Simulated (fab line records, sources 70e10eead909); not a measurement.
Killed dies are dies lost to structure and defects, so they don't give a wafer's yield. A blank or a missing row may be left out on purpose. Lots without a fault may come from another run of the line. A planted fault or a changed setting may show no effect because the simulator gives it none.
Which tool did it? | flow nand_harc | 24 lots, 72 wafers sampled, at 6 steps of a route of 1159

WHAT THE GAUGES READ, wafer by wafer
The record holds no reading of a measuring or inspecting step that can be judged against a usual standard deviation.

WHICH TOOL RAN EACH LOT (tool, then ch and the chambers of the sampled wafers, then the start)
lot  | NHARC_A_STAIRCASE_ETCH_197                    | NHARC_A_STAIRCASE_TRIM_220         | NHARC_A_STAIRCASE_ETCH_223                    | NHARC_A_STAIRCASE_TRIM_226                    | NHARC_A_STAIRCASE_ETCH_234                    | NHARC_A_STAIRCASE_HM_DEP_462
L074 | rie_diel-08 ch 1,3, day 10 22:32 or earlier   | rie_diel-12 ch 0,1, day 10 22:32   | rie_diel-12 ch 0,1,2, day 11 12:04 or earlier | rie_diel-12 ch 1,2, day 11 12:04 or earlier   | rie_diel-06 ch 0,1, day 11 12:04 or earlier   | acl_dep-02 ch 0, day 11 12:04
L075 | rie_diel-12 ch 0,1, day 11 14:07 or earlier   | rie_diel-06 ch 0,1,2, day 11 14:07 | rie_diel-06 ch 0,2,3, day 12 01:49 or earlier | rie_diel-06 ch 0,3, day 12 01:49 or earlier   | rie_diel-06 ch 0,2,3, day 12 01:49 or earlier | acl_dep-01 ch 0, day 12 01:49
L076 | rie_diel-08 ch 0,3, day 11 21:52 or earlier   | rie_diel-06 ch 1,2, day 11 21:52   | rie_diel-06 ch 2,3, day 12 11:13 or earlier   | rie_diel-06 ch 1,2, day 12 11:13 or earlier   | rie_diel-06 ch 0,1,2, day 12 11:13 or earlier | acl_dep-03 ch 0, day 12 11:13
L077 | rie_diel-06 ch 0,2,3, day 12 03:07 or earlier | rie_diel-08 ch 0,1,2, day 12 03:07 | rie_diel-08 ch 0,1,2, day 12 13:32 or earlier | rie_diel-08 ch 0,1,2, day 12 13:32 or earlier | rie_diel-12 ch 1,2,3, day 12 13:32 or earlier | acl_dep-01 ch 0, day 12 13:32
L078 | rie_diel-08 ch 0,3, day 12 03:54 or earlier   | rie_diel-06 ch 2,3, day 12 03:54   | rie_diel-06 ch 0,2, day 12 14:44 or earlier   | rie_diel-06 ch 0,1,3, day 12 14:44 or earlier | rie_diel-06 ch 0,1, day 12 14:44 or earlier   | acl_dep-03 ch 0, day 12 14:44
L081 | rie_diel-08 ch 1,2,3, day 12 16:54 or earlier | rie_diel-08 ch 1,2,3, day 12 16:54 | rie_diel-08 ch 1,3, day 13 04:33 or earlier   | rie_diel-08 ch 1,2,3, day 13 04:33 or earlier | rie_diel-08 ch 0,1, day 13 04:33 or earlier   | acl_dep-01 ch 0, day 13 04:33
L080 | rie_diel-06 ch 1,2, day 12 17:56 or earlier   | rie_diel-06 ch 0,1,3, day 12 17:56 | rie_diel-06 ch 0,1,2, day 13 06:23 or earlier | rie_diel-06 ch 1,2,3, day 13 06:23 or earlier | rie_diel-06 ch 0,1,2, day 13 06:23 or earlier | acl_dep-03 ch 0, day 13 06:23
L079 | rie_diel-06 ch 0,1, day 12 19:24 or earlier   | rie_diel-12 ch 0,2,3, day 12 19:24 | rie_diel-12 ch 0,3, day 13 07:25 or earlier   | rie_diel-12 ch 2,3, day 13 07:25 or earlier   | rie_diel-08 ch 2,3, day 13 07:25 or earlier   | acl_dep-02 ch 0, day 13 07:25
L082 | rie_diel-08 ch 0,1, day 13 12:46 or earlier   | rie_diel-08 ch 0,1,2, day 13 12:46 | rie_diel-08 ch 1,2,3, day 14 01:19 or earlier | rie_diel-08 ch 0,3, day 14 01:19 or earlier   | rie_diel-06 ch 1,3, day 14 01:19 or earlier   | acl_dep-02 ch 0, day 14 01:19
L083 | rie_diel-12 ch 2,3, day 13 12:55 or earlier   | rie_diel-08 ch 0,2, day 13 12:55   | rie_diel-08 ch 1,2,3, day 14 02:33 or earlier | rie_diel-06 ch 0,1, day 14 02:33 or earlier   | rie_diel-06 ch 1,2,3, day 14 02:33 or earlier | acl_dep-02 ch 0, day 14 02:33
L084 | rie_diel-06 ch 0,2,3, day 13 21:26 or earlier | rie_diel-06 ch 0,2,3, day 13 21:26 | rie_diel-06 ch 0,3, day 14 07:59 or earlier   | rie_diel-06 ch 0,2, day 14 07:59 or earlier   | rie_diel-12 ch 0,2, day 14 07:59 or earlier   | acl_dep-03 ch 0, day 14 07:59
L086 | rie_diel-06 ch 1,2,3, day 14 05:40 or earlier | rie_diel-06 ch 0,2,3, day 14 05:40 | rie_diel-06 ch 0,1, day 14 16:23 or earlier   | rie_diel-06 ch 0,1,2, day 14 16:23 or earlier | rie_diel-06 ch 0,2,3, day 14 16:23 or earlier | acl_dep-02 ch 0, day 14 16:23
L085 | rie_diel-08 ch 1,2, day 14 06:16 or earlier   | rie_diel-12 ch 1,2, day 14 06:16   | rie_diel-12 ch 2,3, day 14 18:22 or earlier   | rie_diel-12 ch 1,2,3, day 14 18:22 or earlier | rie_diel-06 ch 1,3, day 14 18:22 or earlier   | acl_dep-03 ch 0, day 14 18:22
L088 | rie_diel-06 ch 2,3, day 14 21:34 or earlier   | rie_diel-08 ch 0,1,2, day 14 21:34 | rie_diel-08 ch 2,3, day 15 08:26 or earlier   | rie_diel-08 ch 0,1, day 15 08:26 or earlier   | rie_diel-06 ch 2,3, day 15 08:26 or earlier   | acl_dep-03 ch 0, day 15 08:26
L087 | rie_diel-08 ch 1,2, day 14 21:48 or earlier   | rie_diel-12 ch 0,2,3, day 14 21:48 | rie_diel-12 ch 1,2,3, day 15 11:11 or earlier | rie_diel-12 ch 0,2,3, day 15 11:11 or earlier | rie_diel-08 ch 1,2,3, day 15 11:11 or earlier | acl_dep-03 ch 0, day 15 11:11
L089 | rie_diel-06 ch 0,2,3, day 15 04:42 or earlier | rie_diel-08 ch 0,2,3, day 15 04:42 | rie_diel-08 ch 0,1,3, day 15 16:16 or earlier | rie_diel-08 ch 0,1,2, day 15 16:16 or earlier | rie_diel-08 ch 1,2,3, day 15 16:16 or earlier | acl_dep-03 ch 0, day 15 16:16
L090 | rie_diel-12 ch 0,2, day 15 05:28 or earlier   | rie_diel-12 ch 0,1,3, day 15 05:28 | rie_diel-12 ch 1,2, day 15 17:10 or earlier   | rie_diel-12 ch 0,2, day 15 17:10 or earlier   | rie_diel-12 ch 2,3, day 15 17:10 or earlier   | acl_dep-01 ch 0, day 15 17:10
L091 | rie_diel-12 ch 1,2,3, day 15 12:38 or earlier | rie_diel-12 ch 0,3, day 15 12:38   | rie_diel-12 ch 0,1,3, day 16 04:42 or earlier | rie_diel-12 ch 0,1,3, day 16 04:42 or earlier | rie_diel-08 ch 0,1, day 16 04:42 or earlier   | acl_dep-01 ch 0, day 16 04:42
L093 | rie_diel-08 ch 1,3, day 15 17:14 or earlier   | rie_diel-06 ch 0,3, day 15 17:14   | rie_diel-06 ch 0,1,3, day 16 08:17 or earlier | rie_diel-06 ch 0,2,3, day 16 08:17 or earlier | rie_diel-06 ch 0,2,3, day 16 08:17 or earlier | acl_dep-02 ch 0, day 16 08:17
L092 | rie_diel-06 ch 0,1,2, day 15 18:08 or earlier | rie_diel-08 ch 1,2,3, day 15 18:08 | rie_diel-08 ch 0,1,3, day 16 09:29 or earlier | rie_diel-08 ch 0,2,3, day 16 09:29 or earlier | rie_diel-08 ch 0,1,3, day 16 09:29 or earlier | acl_dep-03 ch 0, day 16 09:29
L094 | rie_diel-08 ch 0,2,3, day 16 00:29 or earlier | rie_diel-06 ch 2,3, day 16 00:29   | rie_diel-06 ch 0,1,2, day 16 13:04 or earlier | rie_diel-06 ch 0,1, day 16 13:04 or earlier   | rie_diel-06 ch 0,1,3, day 16 13:04 or earlier | acl_dep-02 ch 0, day 16 13:04
L095 | rie_diel-08 ch 1,3, day 16 05:31 or earlier   | rie_diel-12 ch 0,3, day 16 05:31   | rie_diel-12 ch 0,2, day 16 16:28 or earlier   | rie_diel-12 ch 0,3, day 16 16:28 or earlier   | rie_diel-12 ch 0,1, day 16 16:28 or earlier   | acl_dep-02 ch 0, day 16 16:28
L096 | rie_diel-08 ch 0,1,2, day 16 07:30 or earlier | rie_diel-06 ch 0,1,3, day 16 07:30 | rie_diel-06 ch 0,1,2, day 16 20:53 or earlier | rie_diel-06 ch 1,2, day 16 20:53 or earlier   | rie_diel-06 ch 0,1,2, day 16 20:53 or earlier | acl_dep-03 ch 0, day 16 20:53
L097 | rie_diel-12 ch 0,1,2, day 16 12:49 or earlier | rie_diel-08 ch 1,2,3, day 16 12:49 | rie_diel-08 ch 0,1,3, day 17 01:09 or earlier | rie_diel-08 ch 1,2,3, day 17 01:09 or earlier | rie_diel-08 ch 0,2,3, day 17 01:09 or earlier | acl_dep-02 ch 0, day 17 01:09
- NHARC_A_STAIRCASE_ETCH_197: etches the open film in C4F8/O2, target depth 100 nm, time 40.5 s.
- NHARC_A_STAIRCASE_TRIM_220: chemistry O2, time 211.2 s.
- NHARC_A_STAIRCASE_ETCH_223: etches the open film in C4F8/O2, target depth 100 nm, time 40.5 s.
- NHARC_A_STAIRCASE_TRIM_226: chemistry O2, time 211.2 s.
- NHARC_A_STAIRCASE_ETCH_234: etches the open film in C4F8/O2, target depth 100 nm, time 40.5 s.
- NHARC_A_STAIRCASE_HM_DEP_462: deposits aC, target thk 800 nm.

WHAT THE TOOLS THEMSELVES READ (means of the sampled wafers that have a number; where no wafer has one, the mark that the record gives instead)
NHARC_A_STAIRCASE_ETCH_197. Usual: bias_w 1000 W, standard deviation 3.4; oes_product_au 0.950 a.u., standard deviation 0.015; rf_vpp_V 895 V, standard deviation 5.8.
lot  | tool        | bias_w (W) | oes_product_au (a.u.) | rf_vpp_V (V) | flag
L074 | rie_diel-08 | 998        | 0.934                 | 892          |
L075 | rie_diel-12 | 999        | 0.987                 | 898          |
L076 | rie_diel-08 | 1001       | 0.947                 | 897          |
L077 | rie_diel-06 | 1001       | 0.935                 | 902          |
L078 | rie_diel-08 | 1003       | 0.977                 | 892          |
L081 | rie_diel-08 | 999        | 0.937                 | 891          |
L080 | rie_diel-06 | 996        | 0.926                 | 898          |
L079 | rie_diel-06 | 998        | 0.964                 | 894          |
L082 | rie_diel-08 | 1002       | 0.935                 | 896          |
L083 | rie_diel-12 | 1003       | 0.953                 | 893          |
L084 | rie_diel-06 | 1000       | 0.941                 | 900          |
L086 | rie_diel-06 | 1000       | 0.950                 | 898          |
L085 | rie_diel-08 | 999        | 0.963                 | 894          |
L088 | rie_diel-06 | 1004       | 0.957                 | 903          |
L087 | rie_diel-08 | 997        | 0.945                 | 891          |
L089 | rie_diel-06 | 1002       | 0.941                 | 901          |
L090 | rie_diel-12 | 1001       | 0.944                 | 897          |
L091 | rie_diel-12 | 1000       | 0.958                 | 894          |
L093 | rie_diel-08 | 997        | 0.937                 | 891          |
L092 | rie_diel-06 | 1004       | 0.965                 | 896          |
L094 | rie_diel-08 | 1000       | 0.953                 | 892          |
L095 | rie_diel-08 | 997        | 0.947                 | 891          |
L096 | rie_diel-08 | 997        | 0.952                 | 894          |
L097 | rie_diel-12 | 1002       | 0.940                 | 895          |

NHARC_A_STAIRCASE_TRIM_220. Usual: drypump_motor_current_A 5.7 A, standard deviation 0.38; oes_product_au 1.001 a.u., standard deviation 0.007; rf_vpp_V 57.9 V, standard deviation 0.91; showerhead_plenum_p_Torr 3.54 Torr, standard deviation 0.16; throttle_valve_pct 17.036 %, standard deviation 0.0092.
lot  | tool        | drypump_motor_current_A (A) | oes_product_au (a.u.) | rf_vpp_V (V) | showerhead_plenum_p_Torr (Torr) | throttle_valve_pct (%) | flag
L074 | rie_diel-12 | 6.0                         | 0.999                 | 58.1         | 3.57                            | 17.043                 |
L075 | rie_diel-06 | 5.9                         | 0.991                 | 57.2         | 3.54                            | 17.041                 |
L076 | rie_diel-06 | 6.0                         | 0.995                 | 58.1         | 3.58                            | 17.028                 |
L077 | rie_diel-08 | 5.8                         | 1.009                 | 58.5         | 3.49                            | 17.036                 |
L078 | rie_diel-06 | 5.7                         | 1.000                 | 58.0         | 3.72                            | 17.032                 |
L081 | rie_diel-08 | 5.5                         | 1.003                 | 57.8         | 3.39                            | 17.034                 |
L080 | rie_diel-06 | 5.8                         | 0.999                 | 58.2         | 3.55                            | 17.034                 |
L079 | rie_diel-12 | 5.7                         | 1.007                 | 57.3         | 3.54                            | 17.032                 |
L082 | rie_diel-08 | 5.8                         | 1.004                 | 56.6         | 3.49                            | 17.045                 |
L083 | rie_diel-08 | 5.9                         | 1.009                 | 57.4         | 3.54                            | 17.032                 |
L084 | rie_diel-06 | 5.6                         | 1.011                 | 57.6         | 3.68                            | 17.039                 |
L086 | rie_diel-06 | 5.6                         | 0.993                 | 58.1         | 3.67                            | 17.041                 |
L085 | rie_diel-12 | 5.7                         | 1.002                 | 58.0         | 3.44                            | 17.036                 |
L088 | rie_diel-08 | 5.8                         | 1.000                 | 58.9         | 3.48                            | 17.041                 |
L087 | rie_diel-12 | 5.7                         | 1.001                 | 57.8         | 3.53                            | 17.040                 |
L089 | rie_diel-08 | 5.5                         | 0.996                 | 58.3         | 3.43                            | 17.040                 |
L090 | rie_diel-12 | 5.9                         | 1.003                 | 57.5         | 3.56                            | 17.033                 |
L091 | rie_diel-12 | 6.0                         | 0.997                 | 58.6         | 3.63                            | 17.031                 |
L093 | rie_diel-06 | 5.5                         | 0.992                 | 58.8         | 3.69                            | 17.034                 |
L092 | rie_diel-08 | 5.5                         | 0.994                 | 57.8         | 3.38                            | 17.043                 |
L094 | rie_diel-06 | 5.6                         | 1.000                 | 59.1         | 3.73                            | 17.028                 |
L095 | rie_diel-12 | 5.9                         | 1.006                 | 57.8         | 3.57                            | 17.032                 |
L096 | rie_diel-06 | 5.8                         | 0.995                 | 58.1         | 3.53                            | 17.033                 |
L097 | rie_diel-08 | 5.4                         | 1.003                 | 58.6         | 3.38                            | 17.032                 |

NHARC_A_STAIRCASE_ETCH_223. Usual: bias_w 1000.0 W, standard deviation 2.9; oes_product_au 0.943 a.u., standard deviation 0.0096; rf_vpp_V 895 V, standard deviation 5.7.
lot  | tool        | bias_w (W) | oes_product_au (a.u.) | rf_vpp_V (V) | flag
L074 | rie_diel-12 | 996.4      | 0.952                 | 896          |
L075 | rie_diel-06 | 997.3      | 0.937                 | 902          |
L076 | rie_diel-06 | 1001.8     | 0.937                 | 904          |
L077 | rie_diel-08 | 999.7      | 0.956                 | 895          |
L078 | rie_diel-06 | 1003.1     | 0.946                 | 899          |
L081 | rie_diel-08 | 1000.4     | 0.943                 | 891          |
L080 | rie_diel-06 | 1001.7     | 0.933                 | 895          |
L079 | rie_diel-12 | 1001.5     | 0.957                 | 898          |
L082 | rie_diel-08 | 1000.0     | 0.939                 | 890          |
L083 | rie_diel-08 | 1000.5     | 0.946                 | 892          |
L084 | rie_diel-06 | 1002.1     | 0.928                 | 902          |
L086 | rie_diel-06 | 1001.9     | 0.933                 | 891          |
L085 | rie_diel-12 | 1001.0     | 0.950                 | 894          |
L088 | rie_diel-08 | 996.9      | 0.943                 | 889          |
L087 | rie_diel-12 | 999.5      | 0.947                 | 893          |
L089 | rie_diel-08 | 1001.7     | 0.942                 | 895          |
L090 | rie_diel-12 | 1000.2     | 0.945                 | 893          |
L091 | rie_diel-12 | 997.6      | 0.944                 | 896          |
L093 | rie_diel-06 | 998.1      | 0.944                 | 897          |
L092 | rie_diel-08 | 1000.2     | 0.949                 | 895          |
L094 | rie_diel-06 | 999.2      | 0.945                 | 895          |
L095 | rie_diel-12 | 998.7      | 0.926                 | 894          |
L096 | rie_diel-06 | 1000.1     | 0.936                 | 896          |
L097 | rie_diel-08 | 1001.6     | 0.936                 | 894          |

NHARC_A_STAIRCASE_TRIM_226. Usual: drypump_motor_current_A 5.7 A, standard deviation 0.4; oes_product_au 0.998 a.u., standard deviation 0.0074; rf_vpp_V 57.7 V, standard deviation 0.94; showerhead_plenum_p_Torr 3.53 Torr, standard deviation 0.16; throttle_valve_pct 17.037 %, standard deviation 0.0086.
lot  | tool        | drypump_motor_current_A (A) | oes_product_au (a.u.) | rf_vpp_V (V) | showerhead_plenum_p_Torr (Torr) | throttle_valve_pct (%) | flag
L074 | rie_diel-12 | 5.4                         | 0.988                 | 56.9         | 3.42                            | 17.045                 |
L075 | rie_diel-06 | 5.6                         | 0.998                 | 58.6         | 3.71                            | 17.045                 |
L076 | rie_diel-06 | 6.2                         | 0.995                 | 57.7         | 3.44                            | 17.040                 |
L077 | rie_diel-08 | 5.8                         | 1.003                 | 57.3         | 3.49                            | 17.041                 |
L078 | rie_diel-06 | 5.8                         | 1.005                 | 56.9         | 3.55                            | 17.024                 |
L081 | rie_diel-08 | 5.5                         | 0.997                 | 57.6         | 3.39                            | 17.038                 |
L080 | rie_diel-06 | 5.9                         | 0.995                 | 58.4         | 3.59                            | 17.037                 |
L079 | rie_diel-12 | 5.5                         | 1.003                 | 58.1         | 3.48                            | 17.031                 |
L082 | rie_diel-08 | 5.3                         | 1.008                 | 56.4         | 3.44                            | 17.038                 |
L083 | rie_diel-06 | 6.2                         | 0.995                 | 56.7         | 3.40                            | 17.036                 |
L084 | rie_diel-06 | 5.8                         | 0.999                 | 58.6         | 3.66                            | 17.038                 |
L086 | rie_diel-06 | 5.9                         | 0.999                 | 57.7         | 3.52                            | 17.033                 |
L085 | rie_diel-12 | 5.6                         | 0.993                 | 57.4         | 3.46                            | 17.042                 |
L088 | rie_diel-08 | 5.9                         | 0.993                 | 57.4         | 3.55                            | 17.041                 |
L087 | rie_diel-12 | 5.7                         | 1.004                 | 58.5         | 3.53                            | 17.040                 |
L089 | rie_diel-08 | 5.8                         | 1.000                 | 58.5         | 3.48                            | 17.048                 |
L090 | rie_diel-12 | 5.8                         | 0.996                 | 57.7         | 3.58                            | 17.032                 |
L091 | rie_diel-12 | 5.9                         | 1.004                 | 57.7         | 3.56                            | 17.039                 |
L093 | rie_diel-06 | 5.6                         | 0.987                 | 57.7         | 3.67                            | 17.040                 |
L092 | rie_diel-08 | 5.5                         | 1.003                 | 57.9         | 3.42                            | 17.031                 |
L094 | rie_diel-06 | 5.9                         | 0.992                 | 57.6         | 3.47                            | 17.030                 |
L095 | rie_diel-12 | 5.8                         | 1.007                 | 58.1         | 3.57                            | 17.034                 |
L096 | rie_diel-06 | 6.2                         | 0.995                 | 56.9         | 3.42                            | 17.034                 |
L097 | rie_diel-08 | 5.4                         | 0.996                 | 58.1         | 3.38                            | 17.026                 |

NHARC_A_STAIRCASE_ETCH_234. Usual: bias_w 1000.2 W, standard deviation 2.8; oes_product_au 0.943 a.u., standard deviation 0.0087; rf_vpp_V 896 V, standard deviation 6.
lot  | tool        | bias_w (W) | oes_product_au (a.u.) | rf_vpp_V (V) | flag
L074 | rie_diel-06 | 998.6      | 0.944                 | 895          |
L075 | rie_diel-06 | 998.8      | 0.948                 | 902          |
L076 | rie_diel-06 | 998.4      | 0.939                 | 896          |
L077 | rie_diel-12 | 998.1      | 0.943                 | 893          |
L078 | rie_diel-06 | 1000.7     | 0.942                 | 890          |
L081 | rie_diel-08 | 999.7      | 0.955                 | 899          |
L080 | rie_diel-06 | 1000.4     | 0.947                 | 895          |
L079 | rie_diel-08 | 999.3      | 0.942                 | 888          |
L082 | rie_diel-06 | 997.7      | 0.929                 | 898          |
L083 | rie_diel-06 | 998.9      | 0.937                 | 899          |
L084 | rie_diel-12 | 1000.6     | 0.944                 | 899          |
L086 | rie_diel-06 | 997.4      | 0.926                 | 901          |
L085 | rie_diel-06 | 1000.3     | 0.939                 | 894          |
L088 | rie_diel-06 | 1000.7     | 0.950                 | 904          |
L087 | rie_diel-08 | 999.8      | 0.943                 | 892          |
L089 | rie_diel-08 | 1001.8     | 0.947                 | 891          |
L090 | rie_diel-12 | 1000.8     | 0.944                 | 894          |
L091 | rie_diel-08 | 1000.6     | 0.935                 | 897          |
L093 | rie_diel-06 | 1003.8     | 0.940                 | 901          |
L092 | rie_diel-08 | 999.0      | 0.940                 | 895          |
L094 | rie_diel-06 | 999.3      | 0.947                 | 896          |
L095 | rie_diel-12 | 1001.0     | 0.957                 | 896          |
L096 | rie_diel-06 | 1002.9     | 0.946                 | 895          |
L097 | rie_diel-08 | 1001.3     | 0.942                 | 892          |

NHARC_A_STAIRCASE_HM_DEP_462. Usual: throttle_valve_pct 35.000 %, standard deviation 0.0096.
lot  | tool       | throttle_valve_pct (%) | flag
L074 | acl_dep-02 | 34.997                 |
L075 | acl_dep-01 | 34.998                 |
L076 | acl_dep-03 | 34.999                 |
L077 | acl_dep-01 | 34.988                 |
L078 | acl_dep-03 | 35.003                 |
L081 | acl_dep-01 | 35.014                 |
L080 | acl_dep-03 | 35.007                 |
L079 | acl_dep-02 | 34.992                 |
L082 | acl_dep-02 | 34.992                 |
L083 | acl_dep-02 | 34.996                 |
L084 | acl_dep-03 | 34.996                 |
L086 | acl_dep-02 | 35.003                 |
L085 | acl_dep-03 | 34.991                 |
L088 | acl_dep-03 | 35.009                 |
L087 | acl_dep-03 | 34.995                 |
L089 | acl_dep-03 | 35.006                 |
L090 | acl_dep-01 | 34.999                 |
L091 | acl_dep-01 | 35.008                 |
L093 | acl_dep-02 | 34.994                 |
L092 | acl_dep-03 | 35.007                 |
L094 | acl_dep-02 | 34.993                 |
L095 | acl_dep-02 | 35.010                 |
L096 | acl_dep-03 | 35.008                 |
L097 | acl_dep-02 | 35.011                 |

THE ANSWER, worked out from the rows above alone
Rule: a lot is off if the mean of its wafers that have a number lies more than 3 standard deviations from the usual mean. A lot without any number at a reading at which 4 lots or more have one is off too. The other lots that the step has rows for count as sound. The gauges are gone through in route order, then the tools' own readings, and for those a lot's mean is taken as printed above. The first step at which some lot is off is used, and at that step the reading that is off furthest; a lot without a number counts as furthest.
No lot is off at any reading shown: from this, nothing can be told.

WHAT THE SIMULATOR HAD PUT IN
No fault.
